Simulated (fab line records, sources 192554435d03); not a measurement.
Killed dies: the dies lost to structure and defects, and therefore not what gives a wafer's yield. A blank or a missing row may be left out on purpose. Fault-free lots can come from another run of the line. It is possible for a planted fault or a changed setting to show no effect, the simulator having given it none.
Split-lot study || flow n5-finfet || 21 wafers read across 7 lots, on a route 1938 steps long

THE SPLIT
At N5_FIN_SAQP_FIN_ETCH_36 (etches the open film in HBr/Cl2/O2, target depth 120 nm, time 50.4 s), the setting icp-w was moved away from the recipe's 800 W on 6 of the 21 wafers read, by -16.3% to +6.8%. All remaining wafers had this setting at the recipe value.

FROM THE SPLIT TO THE READING: what the file shows between them, 3 steps
- N5_FIN_SAQP_PRECLEAN_38: cleans in O3/DIW, time 45 s
- N5_FIN_SAQP_PRECLEAN_45: cleans in dHF, time 10 s
- N5_FIN_SAQP_SRD_39: time 30 s

THE READING
trench-depth-nm, in nm, at N5_FIN_SAQP_OCD_MEAS_76. On this fab line, fault-free wafers typically give 120.2 nm with a standard deviation of 2.1 nm.

{"wafer": "L074.1", "tool, chamber at the split": "rie-si-03, 2", "icp-w as run, W": 800, "against the recipe": "recipe", "trench-depth-nm, nm": 120.5, "against lot-mates on the recipe": "-"}
{"wafer": "L074.2", "tool, chamber at the split": "rie-si-03, 0", "icp-w as run, W": 800, "against the recipe": "recipe", "trench-depth-nm, nm": 126.1, "against lot-mates on the recipe": "-"}
{"wafer": "L074.5", "tool, chamber at the split": "rie-si-03, 1", "icp-w as run, W": 669.3, "against the recipe": "-16.3%", "trench-depth-nm, nm": 113.1, "against lot-mates on the recipe": -10.2}
{"wafer": "L076.1", "tool, chamber at the split": "rie-si-04, 0", "icp-w as run, W": 800, "against the recipe": "recipe", "trench-depth-nm, nm": 121.0, "against lot-mates on the recipe": "-"}
{"wafer": "L076.4", "tool, chamber at the split": "rie-si-04, 2", "icp-w as run, W": 732.8, "against the recipe": "-8.4%", "trench-depth-nm, nm": 113.4, "against lot-mates on the recipe": -7.6}
{"wafer": "L076.5", "tool, chamber at the split": "rie-si-04, 2", "icp-w as run, W": 732.8, "against the recipe": "-8.4%", "trench-depth-nm, nm": 113.2, "against lot-mates on the recipe": -7.8}
{"wafer": "L079.2", "tool, chamber at the split": "rie-si-04, 3", "icp-w as run, W": 800, "against the recipe": "recipe", "trench-depth-nm, nm": 122.1, "against lot-mates on the recipe": "-"}
{"wafer": "L079.3", "tool, chamber at the split": "rie-si-04, 1", "icp-w as run, W": 854.7, "against the recipe": "+6.8%", "trench-depth-nm, nm": 121.3, "against lot-mates on the recipe": "+1.4"}
{"wafer": "L079.5", "tool, chamber at the split": "rie-si-04, 1", "icp-w as run, W": 800, "against the recipe": "recipe", "trench-depth-nm, nm": 117.8, "against lot-mates on the recipe": "-"}
{"wafer": "L086.2", "tool, chamber at the split": "rie-si-04, 0", "icp-w as run, W": 800, "against the recipe": "recipe", "trench-depth-nm, nm": 119.3, "against lot-mates on the recipe": "-"}
{"wafer": "L086.3", "tool, chamber at the split": "rie-si-04, 2", "icp-w as run, W": 800, "against the recipe": "recipe", "trench-depth-nm, nm": 115.6, "against lot-mates on the recipe": "-"}
{"wafer": "L086.5", "tool, chamber at the split": "rie-si-04, 2", "icp-w as run, W": 800, "against the recipe": "recipe", "trench-depth-nm, nm": 117.3, "against lot-mates on the recipe": "-"}
{"wafer": "L087.1", "tool, chamber at the split": "rie-si-02, 2", "icp-w as run, W": 800, "against the recipe": "recipe", "trench-depth-nm, nm": 121.7, "against lot-mates on the recipe": "-"}
{"wafer": "L087.2", "tool, chamber at the split": "rie-si-02, 0", "icp-w as run, W": 800, "against the recipe": "recipe", "trench-depth-nm, nm": 118.9, "against lot-mates on the recipe": "-"}
{"wafer": "L087.6", "tool, chamber at the split": "rie-si-02, 0", "icp-w as run, W": 747.4, "against the recipe": "-6.6%", "trench-depth-nm, nm": 115.5, "against lot-mates on the recipe": -4.8}
{"wafer": "L090.3", "tool, chamber at the split": "rie-si-03, 2", "icp-w as run, W": 800, "against the recipe": "recipe", "trench-depth-nm, nm": 119.3, "against lot-mates on the recipe": "-"}
{"wafer": "L090.5", "tool, chamber at the split": "rie-si-03, 3", "icp-w as run, W": 800, "against the recipe": "recipe", "trench-depth-nm, nm": 117.2, "against lot-mates on the recipe": "-"}
{"wafer": "L090.6", "tool, chamber at the split": "rie-si-03, 2", "icp-w as run, W": 800, "against the recipe": "recipe", "trench-depth-nm, nm": 119.4, "against lot-mates on the recipe": "-"}
{"wafer": "L094.1", "tool, chamber at the split": "rie-si-02, 2", "icp-w as run, W": 800, "against the recipe": "recipe", "trench-depth-nm, nm": 122.6, "against lot-mates on the recipe": "-"}
{"wafer": "L094.3", "tool, chamber at the split": "rie-si-02, 3", "icp-w as run, W": 700.7, "against the recipe": "-12.4%", "trench-depth-nm, nm": 113.1, "against lot-mates on the recipe": -9.5}
{"wafer": "L094.6", "tool, chamber at the split": "rie-si-02, 2", "icp-w as run, W": 800, "against the recipe": "recipe", "trench-depth-nm, nm": 122.6, "against lot-mates on the recipe": "-"}

FIT RESULTS
A straight line over all 21 wafers: trench-depth-nm changes by +0.517 nm for each +1% of icp-w; r = +0.74; the points scatter about the line by 2.5 nm.
The same after taking each lot's own level away (the mean of its wafers on the recipe; 21 wafers): +0.67 nm for each +1%; r = +0.90; scatter 1.7 nm.
Per that fit: largest icp-w move, reading shift of 11 nm.
Across the lots, their own levels run from 117.40 to 123.30 nm, a range of 2.8 times the standard deviation given above.
So the lot-to-lot level blurs the effect unless lot-mates are compared.
Check: with one of the wafers moved furthest among these (-16.3%) left out of the fit, the line predicts -12.1 nm for it against its lot-mates. Against them it came out at -10.2 nm.

FURTHER SPLITS ON THESE WAFERS
These wafers also went through other splits before the reading. Each is held against what the fit with the lots' levels taken away leaves over:
{"other split on the same wafers": "N5_ZERO_LAYER_PECVD_02 time-s", "wafers away from the commonest value": 7, "r with trench-depth-nm (lot level and that fit taken away)": "+0.41"}
{"other split on the same wafers": "N5_ZERO_LAYER_EXPOSE_08 dose-mj", "wafers away from the commonest value": 6, "r with trench-depth-nm (lot level and that fit taken away)": "+0.10"}
{"other split on the same wafers": "N5_PMOS_HMC_CHANNEL_EPI_PEB_07 peb-temp-c", "wafers away from the commonest value": 6, "r with trench-depth-nm (lot level and that fit taken away)": -0.08}
{"other split on the same wafers": "N5_PMOS_HMC_CHANNEL_EPI_DEVELOP_08 develop-time-s", "wafers away from the commonest value": 3, "r with trench-depth-nm (lot level and that fit taken away)": -0.11}
{"other split on the same wafers": "N5_FIN_SAQP_PECVD_48 time-s", "wafers away from the commonest value": 3, "r with trench-depth-nm (lot level and that fit taken away)": -0.07}
{"other split on the same wafers": "N5_FIN_SAQP_PEB_14 peb-time-s", "wafers away from the commonest value": 7, "r with trench-depth-nm (lot level and that fit taken away)": "+0.08"}

THE WHOLE CHAIN: every reading that the file lists as answering this split, in the file's order
{"step": "N5_FIN_SAQP_FIN_ETCH_36", "what it does": "etches the open film in HBr/Cl2/O2, target depth 120 nm, time 50.4 s", "reading": "FIN_SAQP.feature-depth-nm (the simulator's own value, which no gauge read)", "change (the file's fit)": "+0.648 nm for each +1% of the setting", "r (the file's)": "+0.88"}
{"step": "N5_FIN_SAQP_FIN_ETCH_36", "what it does": "etches the open film in HBr/Cl2/O2, target depth 120 nm, time 50.4 s", "reading": "etch.depth-nm (the simulator's own value, which no gauge read)", "change (the file's fit)": "+0.65 nm for each +1% of the setting", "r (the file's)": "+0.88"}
{"step": "N5_FIN_SAQP_OCD_MEAS_76", "what it does": "", "reading": "trench-depth-nm", "change (the file's fit)": "+0.673 nm for each +1% of the setting", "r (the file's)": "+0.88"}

THE FILE'S OWN FIT
trench-depth-nm changes by +0.673 nm for each +1% of icp-w, r = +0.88.
